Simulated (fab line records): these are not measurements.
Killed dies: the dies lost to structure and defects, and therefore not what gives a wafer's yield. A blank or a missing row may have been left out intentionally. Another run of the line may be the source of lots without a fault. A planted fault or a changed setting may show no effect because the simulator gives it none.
fab line records	flow n5_finfet
record: lots: 9	wafers: 27	last_day: 17
route steps=1938 shown FIN_SAQP@144 FIN_CUT@169 BEOL_M4@1111
lots that met no fault: from a run of the same line without faults
start_h: start of the lot's first displayed wafer, in hours after the record's first day	wait_h: hours from the lot's prior step to this one	" as in the row above	L1.1+2: several wafers, shown together as one row	- either no value or no given start	* or withheld: withheld	< > ~ a bound
route shown NAME@n: NAME is a module with steps in the file, n the number in the route of the first one	usual: mean/standard deviation of fault-free wafers	same: alike in all rows	chamber/n: place in a boat	sites: per-site readings	_std_site: the standard deviation of these	_edge_site: the outer-site mean with the inner-site mean subtracted	radius_mm: how far each site lies from the wafer's centre	mask NAME#n: copy n	behind: the last tool/chamber to shape the wafer	hold: reason for holding the lot/hours on hold/outcome of the hold	device: which transistor (n, p or np) failed to switch	end of line: the route-end tests of the same wafers	step lacking rows: just its recipe	killed: the dies lost at the first sort to structure and to defects; this is not the yield of the wafer	map: the dies of a wafer, with x for killed, . for not killed, _ for no die there
set.NAME: the setting that was run; set.NAME@STEP: the one run at that earlier step	model.NAME: the simulator's own value behind a step, which no gauge read
the route's steps for a sample of lots (tables are steps, rows are wafers)
services: when a tool's chamber went out of use (start_h, in hours from the record's first day, below 0 if earlier), for how many hours, and the reason
== steps ==
step: N5_FIN_SAQP_STRIP_77
recipe: chemistry: N2/H2	time_s: 90	power_w: 100	temp_c: 40	pressure_mtorr: 100	rf_frequency_hz: 6e+07	bias_power_w: 3	n2_flow_sccm: 300	h2_flow_sccm: 300
usual: drypump_motor_current_A: 5.9/0.42	oes_product_au: 0.78/0.066	rf_vpp_V: 45.4/0.78	showerhead_plenum_p_Torr: 3.40/0.073	throttle_valve_pct: 12.23/0.19
lot.wafer	tool	chamber	start_h	wait_h	drypump_motor_current_A	oes_product_au	rf_hours_counter_h	rf_vpp_V	showerhead_plenum_p_Torr	throttle_valve_pct
L819.2	rie_diel-04	2	31.63	0.0	6.0	0.85	43	46.6	3.43	11.84
L819.5	"	3	"	"	5.6	0.71	-	45.5	3.46	12.42
L819.6	"	0	"	"	5.3	0.74	-	46.0	3.38	12.13
L821.1	rie_diel-02	1	44.05	0.0	5.8	0.80	113	45.8	3.37	12.13
L821.4	"	0	"	"	6.2	0.70	232	45.7	3.47	12.48
L821.5	"	1	"	"	5.9	0.80	-	44.5	3.37	12.12
L822.3	rie_diel-02	0	50.43	0.0	6.2	0.70	233	44.1	3.47	12.50
L822.4	"	3	"	"	5.2	0.76	-	45.6	3.37	12.01
L822.5	"	0	"	"	6.2	0.70	-	44.9	3.47	12.48
L825.1	rie_diel-04	3	68.69	0.0	5.6	0.71	213	45.6	3.46	12.44
L825.3	"	2	"	"	6.0	0.85	56	44.4	3.42	11.86
L825.4	"	1	"	"	5.6	0.87	43	45.3	3.44	12.18
L832.1	rie_diel-01	0	110.90	0.0	5.9	0.76	145	45.1	3.25	12.20
L832.2	"	3	"	"	6.7	0.72	205	47.2	3.46	12.39
L832.5	"	3	"	"	6.7	0.73	-	45.4	3.46	12.39
L834.2	rie_diel-04	1	122.02	0.0	5.6	0.85	61	45.3	3.43	12.20
L834.3	"	0	"	"	5.3	0.72	184	45.1	3.37	12.20
L834.5	"	3	"	"	5.6	0.69	-	45.4	3.45	12.49
L836.2	rie_diel-01	2	133.74	0.0	5.6	0.79	90	46.1	3.28	12.31
L836.4	"	3	"	"	6.7	0.71	213	46.0	3.46	12.43
L836.5	"	1	"	"	6.2	0.87	-	44.8	3.44	12.22
L837.3	rie_diel-01	3	142.25	0.0	6.7	0.72	217	45.8	3.45	12.41
L837.5	"	3	"	"	6.7	0.71	-	44.8	3.45	12.44
L837.6	"	2	"	"	5.6	0.79	-	44.7	3.28	12.30
L841.3	rie_diel-01	0	165.62	0.0	5.9	0.75	165	44.0	3.24	12.24
L841.5	"	1	"	"	6.2	0.86	-	46.2	3.43	12.24
L841.6	"	0	"	"	5.9	0.75	-	43.8	3.24	12.24
step: N5_FIN_CUT_ETCH_21
recipe: chemistry: N2/H2	target: SOC	target_depth_a: 2190	overetch_a: 438	mask_material: SiARC	temp_c: 40	ion_energy_ev: 100	bias_w: 61	time_s: 523.5	pressure_mtorr: 30	source_w: 850	n2_flow_sccm: 200	h2_flow_sccm: 200
usual: drypump_motor_current_A: 5.8/0.47	oes_product_au: 0.72/0.058	rf_vpp_V: 240.8/1.5	run_length_s: 546.9/0.43	showerhead_plenum_p_Torr: 2.55/0.1	throttle_valve_pct: 17.99/0.25
lot.wafer	tool	chamber	start_h	wait_h	drypump_motor_current_A	oes_product_au	rf_hours_counter_h	rf_vpp_V	run_length_s	showerhead_plenum_p_Torr	throttle_valve_pct
L819.2	rie_diel-03	1	32.72	0.0	6.1	0.71	131	240.8	546.9	2.54	17.76
L819.5	"	3	"	"	5.7	0.70	-	240.7	547.0	2.54	17.76
L819.6	"	2	"	"	6.1	0.69	-	243.4	546.4	2.64	17.98
L821.1	rie_diel-06	0	45.13	0.0	5.8	0.67	199	242.8	546.9	2.63	18.23
L821.4	"	2	"	"	5.5	0.69	189	239.5	547.3	2.41	17.94
L821.5	"	2	"	"	5.4	0.69	-	238.4	547.7	2.41	17.93
L822.3	rie_diel-06	1	51.52	0.0	6.3	0.74	112	243.4	547.5	2.69	18.31
L822.4	"	2	"	"	5.5	0.69	193	238.4	548.1	2.41	17.93
L822.5	"	3	"	"	5.9	0.83	-	241.3	546.3	2.50	17.78
L825.1	rie_diel-03	0	69.65	0.0	5.9	0.78	64	241.3	547.0	2.59	17.86
L825.3	"	2	"	"	6.1	0.68	193	241.4	546.7	2.63	18.02
L825.4	"	1	"	"	6.1	0.70	143	242.1	546.7	2.54	17.78
L832.1	rie_diel-03	2	112.10	0.0	6.1	0.67	205	242.2	546.2	2.63	18.03
L832.2	"	0	"	"	5.9	0.74	77	241.4	573.8	2.58	17.86
L832.5	"	0	"	"	5.9	0.74	-	240.4	573.7	2.58	17.87
L834.2	rie_diel-03	1	123.11	0.0	6.1	0.68	155	240.8	573.7	2.53	17.82
L834.3	"	2	"	"	6.1	0.67	210	242.2	546.1	2.63	18.04
L834.5	"	1	"	"	6.1	0.67	-	241.5	573.9	2.53	17.81
L836.2	rie_diel-06	2	134.87	0.0	5.4	0.67	219	237.8	547.4	2.40	17.98
L836.4	"	3	"	"	5.9	0.80	60	238.6	546.6	2.49	17.82
L836.5	"	1	"	"	6.3	0.71	-	242.7	547.1	2.68	18.39
L837.3	rie_diel-06	3	143.21	0.0	5.9	0.80	63	238.1	546.3	2.49	17.81
L837.5	"	0	"	"	5.8	0.65	-	242.2	547.0	2.61	18.29
L837.6	"	1	"	"	6.4	0.71	-	242.6	546.9	2.67	18.38
L841.3	rie_diel-06	1	166.62	0.0	6.4	0.71	149	241.8	547.0	2.67	18.39
L841.5	"	2	"	"	5.4	0.66	-	238.5	547.7	2.39	18.01
L841.6	"	1	"	"	6.3	0.71	-	242.3	546.8	2.67	18.41
step: N5_FIN_CUT_PRECLEAN_35
recipe: time_s: 13.3	temp_c: 45	pressure_torr: 125	p_hf_torr: 3	p_coreactant_torr: 25	chemistry: vHF
usual: drypump_motor_current_A: 5.6/0.39
lot.wafer	tool	chamber	start_h	wait_h	drypump_motor_current_A
L819.2	vapor_etch-02	0	33.18	0.0	5.3
L819.5	"	0	"	"	5.3
L819.6	"	1	"	"	6.2
L821.1	vapor_etch-02	0	45.59	0.0	5.3
L821.4	"	1	"	"	6.2
L821.5	"	1	"	"	6.2
L822.3	vapor_etch-01	1	52.00	0.1	5.6
L822.4	"	0	"	"	5.2
L822.5	"	1	"	"	5.6
L825.1	vapor_etch-02	1	70.11	0.0	6.3
L825.3	"	0	"	"	5.3
L825.4	"	1	"	"	6.2
L832.1	vapor_etch-01	0	112.56	0.0	5.2
L832.2	"	1	"	"	5.6
L832.5	"	0	"	"	5.2
L834.2	vapor_etch-02	0	123.57	0.0	5.3
L834.3	"	1	"	"	6.2
L834.5	"	0	"	"	5.3
L836.2	vapor_etch-01	1	135.33	0.0	5.6
L836.4	"	1	"	"	5.6
L836.5	"	0	"	"	5.2
L837.3	vapor_etch-02	0	143.69	0.1	5.3
L837.5	"	1	"	"	6.2
L837.6	"	0	"	"	5.3
L841.3	vapor_etch-02	1	167.09	0.1	6.2
L841.5	"	1	"	"	6.2
L841.6	"	0	"	"	5.3
step: N5_FIN_CUT_CUT_ETCH_28
recipe: chemistry: HBr/Cl2/O2	target: Si	target_depth_a: 60	mask_material: SOC	time_s: 2.4	ion_energy_ev: *	bias_w: *	pressure_mtorr: 10	icp_w: 800	HBr_flow_sccm: 150	Cl2_flow_sccm: 80	O2_flow_sccm: 12
usual: drypump_motor_current_A: 5.9/0.36	oes_product_au: 1.003/0.012	throttle_valve_pct: 37.3/0.39
lot.wafer	tool	chamber	start_h	wait_h	drypump_motor_current_A	oes_product_au	rf_hours_counter_h	throttle_valve_pct
L819.2	rie_si-06	1	33.31	0.0	6.3	0.994	100	37.8
L819.5	"	1	"	"	6.3	0.995	-	37.7
L819.6	"	2	"	"	6.4	1.012	-	37.8
L821.1	rie_si-06	3	45.72	0.0	6.0	1.024	33	37.2
L821.4	"	0	"	"	5.8	1.001	5	36.8
L821.5	"	2	"	"	6.4	1.016	-	37.8
L822.3	rie_si-05	3	52.11	0.0	5.8	0.984	78	37.1
L822.4	"	2	"	"	5.0	1.005	10	36.7
L822.5	"	1	"	"	5.3	0.993	-	37.1
L825.1	rie_si-06	2	70.24	0.0	6.4	1.008	154	37.8
L825.3	"	0	"	"	5.8	1.002	6	36.8
L825.4	"	1	"	"	6.2	0.999	101	37.7
L832.1	rie_si-06	0	112.70	0.0	5.8	1.001	7	36.8
L832.2	"	3	"	"	6.0	1.016	34	37.2
L832.5	"	3	"	"	6.1	1.014	-	37.2
L834.2	rie_si-06	3	123.70	0.0	6.0	1.020	34	37.2
L834.3	"	0	"	"	5.8	1.003	7	36.8
L834.5	"	3	"	"	6.0	1.011	-	37.2
L836.2	rie_si-03	2	135.46	0.0	5.9	0.996	111	37.2
L836.4	"	3	"	"	5.9	1.023	153	37.6
L836.5	"	1	"	"	5.5	0.990	-	36.7
L837.3	rie_si-05	0	143.81	0.0	5.8	1.006	83	37.1
L837.5	"	0	"	"	5.8	1.009	-	37.1
L837.6	"	1	"	"	5.3	0.980	-	37.1
L841.3	rie_si-06	2	167.21	0.0	6.4	1.012	156	37.8
L841.5	"	2	"	"	6.4	1.018	-	37.8
L841.6	"	1	"	"	6.3	0.999	-	37.7
step: N5_BEOL_M4_RC_MEAS_101
usual: DIBL_N: 36.1/1.6	DIBL_P: 35.8/2.1	IOFF_N: 0.16/0.031	IOFF_P: 0.21/0.034	ION_N: 673/12	ION_P: 461/7.2	SS_N: 71.4/0.59	SS_P: 73.3/0.63	VT_N: 250/3.1	VT_P: -250/3.3
lot.wafer	tool	chamber	start_h	wait_h	DIBL_N[mV/V]	DIBL_P[mV/V]	IOFF_N[nA/um]	IOFF_P[nA/um]	ION_N[uA/um]	ION_P[uA/um]	SS_N[mV/dec]	SS_P[mV/dec]	VT_N[mV]	VT_P[mV]
L819.2	prober-01	0	175.52	0.2	35.3	35.4	0.15	0.19	674	457	71.6	73.0	249	-251
L819.5	"	0	"	"	38.5	38.8	0.21	0.24	687	461	72.6	73.6	245	-249
L819.6	"	0	"	"	36.4	37.1	0.16	0.23	674	465	71.7	73.4	250	-247
L821.1	prober-02	0	180.90	0.0	34.4	35.0	0.13	0.17	658	451	70.6	73.4	253	-252
L821.4	"	0	"	"	36.0	36.9	0.16	0.21	686	467	71.6	73.6	250	-251
L821.5	"	0	"	"	36.2	36.9	0.16	0.20	670	457	71.4	73.9	250	-253
L822.3	prober-02	0	201.06	0.3	36.3	36.9	0.17	0.21	683	459	71.6	73.3	250	-253
L822.4	"	0	"	"	36.1	37.0	0.17	0.21	677	457	71.6	73.4	249	-253
L822.5	"	0	"	"	38.2	39.6	0.23	0.27	687	465	72.3	74.0	243	-249
L825.1	prober-01	0	215.10	0.0	37.1	35.6	0.18	0.23	691	465	72.0	73.1	247	-249
L825.3	"	0	"	"	35.8	34.7	0.14	0.21	671	461	71.1	73.3	250	-247
L825.4	"	0	"	"	37.0	35.9	0.17	0.24	683	471	72.0	73.2	247	-245
L832.1	prober-02	0	253.84	0.0	37.1	36.5	0.18	0.21	686	469	72.0	73.1	246	-251
L832.2	"	0	"	"	35.9	36.2	0.16	0.21	676	464	71.6	73.7	247	-252
L832.5	"	0	"	"	36.5	36.0	0.17	0.21	678	460	71.8	73.5	248	-252
L834.2	prober-01	0	274.79	0.2	39.4	40.5	0.22	0.24	695	470	71.8	73.8	246	-250
L834.3	"	0	"	"	37.6	38.6	0.17	0.22	674	462	71.2	73.7	247	-251
L834.5	"	0	"	"	39.6	40.6	0.23	0.25	690	462	71.9	74.8	245	-252
L836.2	prober-01	0	281.00	0.2	36.2	36.4	0.15	0.20	669	461	70.9	73.8	250	-251
L836.4	"	0	"	"	35.7	36.7	0.14	0.20	673	465	71.5	73.3	251	-250
L836.5	"	0	"	"	38.9	39.9	0.20	0.25	676	463	72.4	74.3	246	-247
L837.3	prober-01	0	284.45	0.3	34.9	34.4	0.14	0.20	658	457	71.2	72.8	252	-249
L837.5	"	0	"	"	34.4	33.1	0.12	0.17	654	450	70.5	72.2	254	-253
L837.6	"	0	"	"	35.2	34.6	0.13	0.20	660	454	71.1	73.1	251	-250
L841.3	prober-02	0	310.34	0.3	34.9	36.0	0.16	0.20	682	463	71.6	73.4	248	-247
L841.5	"	0	"	"	35.4	36.3	0.17	0.21	674	461	71.3	74.2	248	-248
L841.6	"	0	"	"	36.7	38.3	0.21	0.24	688	463	72.0	73.9	242	-248
== services ==
tool	chamber	start_h	hours	kind
rie_diel-01	2	9.58	6.9	repair
rie_diel-01	3	12.47	18.8	repair
rie_si-06	2	20.91	8.1	repair
rie_diel-02	-	46.23	2.8	pm
rie_si-03	-	48.79	2.8	pm
rie_diel-02	2	49.88	22.3	repair
rie_diel-02	1	60.94	12.0	repair
rie_si-03	2	61.71	5.8	repair
rie_si-05	1	65.71	22.7	repair
vapor_etch-02	-	67.72	1.4	repair
rie_diel-01	1	68.06	6.8	repair
rie_diel-06	1	79.24	2.5	repair
rie_diel-02	0	91.12	-	clean
rie_diel-02	0	91.12	-	consumable_replace:focus_ring
rie_diel-02	0	91.12	16.2	scheduled_down
rie_diel-06	3	91.35	10.4	repair
rie_diel-01	1	98.46	4.6	repair
rie_si-06	-	101.37	0.1	repair
rie_diel-03	1	111.25	11.3	repair
rie_si-06	-	131.08	15.6	pm
rie_diel-04	3	149.90	3.7	repair
rie_diel-03	1	156.24	7.0	repair
rie_diel-03	2	158.64	5.7	repair
rie_diel-02	2	165.11	1.6	repair
== key ==
first_sign: step: N5_FIN_CUT_ETCH_21	reading: run_length_s	direction: up	sigmas: 62	usual: *	struck: *
effect none on later readings
met_at N5_FIN_CUT_ETCH_21
struck_lots L832,L834
struck_wafers L832.2,L832.5,L834.2,L834.5
not_acting_at N5_FIN_SAQP_STRIP_77,N5_FIN_CUT_PRECLEAN_35,N5_FIN_CUT_CUT_ETCH_28
onset_between 69.65 112.10
fault: kind: process_parameter_drift	tool: rie_diel-03	chamber: -	onset_h: 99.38	steps: N5_FIN_CUT_ETCH_21	channel: time_s	offset: *	shape: step	end_h: 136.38	scope: struck_wafers_only	acts_in: *	stated: *
